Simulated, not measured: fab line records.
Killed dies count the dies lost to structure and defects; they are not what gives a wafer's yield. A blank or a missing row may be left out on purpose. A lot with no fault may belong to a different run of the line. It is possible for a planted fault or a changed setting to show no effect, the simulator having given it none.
The same fault as seen by 2 desks | flow n5 finfet | every desk sees just its own numbers, and what lay behind them comes last

TOOL OWNER'S DESK, pecvd-01
The tool's own readings at N5_BEOL_M0_SAQP_PECVD_97 (deposits SiNx from SiH4/NH3/N2, target thk 23 nm, time 19.9 s): means of the sampled wafers that have a number, for each lot that ran on this tool. Marked OUT: a lot whose mean sits more than 4 standard deviations from the usual mean, which makes it out of limits; the brackets give that distance.
Columns: A = heater power w at N5_BEOL_M0_SAQP_PECVD_97, usual 534 W; B = showerhead plenum p Torr at N5_BEOL_M0_SAQP_PECVD_97, usual 5.12 Torr; C = throttle valve pct at N5_BEOL_M0_SAQP_PECVD_97, usual 39.5 %
lot  | first seen here | A   | B    | C
L150 | day 6 14:46     | 486 | 5.13 | 39.5
L151 | day 7 02:38     | 500 | 5.06 | 38.4
L163 | day 10 02:53    | 469 | 5.14 | 39.4
This desk found nothing out of limits on any of the 3 lots.

AT THE METROLOGY DESK
Means of the sampled wafers that have a number, per lot and without regard to the tool the lot ran on: this is what the gauges read. Marked OUT: a lot whose mean sits more than 4 standard deviations from the usual mean, which makes it out of limits; the brackets give that distance. Shown here are 7 of its 10 readings, the ones lying furthest out on some lot.
Columns: A = DIBL_N at N5_BEOL_M4_RC_MEAS_101, usual 36.5 mV/V; B = IOFF_P at N5_BEOL_M4_RC_MEAS_101, usual 0.217 nA/um; C = ION_N at N5_BEOL_M4_RC_MEAS_101, usual 674 uA/um; D = ION_P at N5_BEOL_M4_RC_MEAS_101, usual 464 uA/um; E = SS_P at N5_BEOL_M4_RC_MEAS_101, usual 73.4 mV/dec; F = VT_N at N5_BEOL_M4_RC_MEAS_101, usual 250.0 mV; G = VT_P at N5_BEOL_M4_RC_MEAS_101, usual -250 mV
lot  | first seen here | A    | B     | C   | D   | E    | F     | G
L149 | day 9 03:29     | 36.8 | 0.261 | 689 | 479 | 72.8 | 246.8 | -245
L150 | day 9 18:59     | 36.8 | 0.215 | 679 | 462 | 73.6 | 248.2 | -251
L151 | day 9 20:49     | 36.9 | 0.232 | 677 | 469 | 73.4 | 249.1 | -246
L163 | day 12 13:57    | 34.2 | 0.187 | 662 | 457 | 72.7 | 253.9 | -253
This desk found nothing out of limits on any of the 4 lots.

ALL TOGETHER
The tool owner's desk saw nothing out of limits.
From the metrology desk's view, nothing was out of limits.

WHAT THE SIMULATOR HAD INSERTED
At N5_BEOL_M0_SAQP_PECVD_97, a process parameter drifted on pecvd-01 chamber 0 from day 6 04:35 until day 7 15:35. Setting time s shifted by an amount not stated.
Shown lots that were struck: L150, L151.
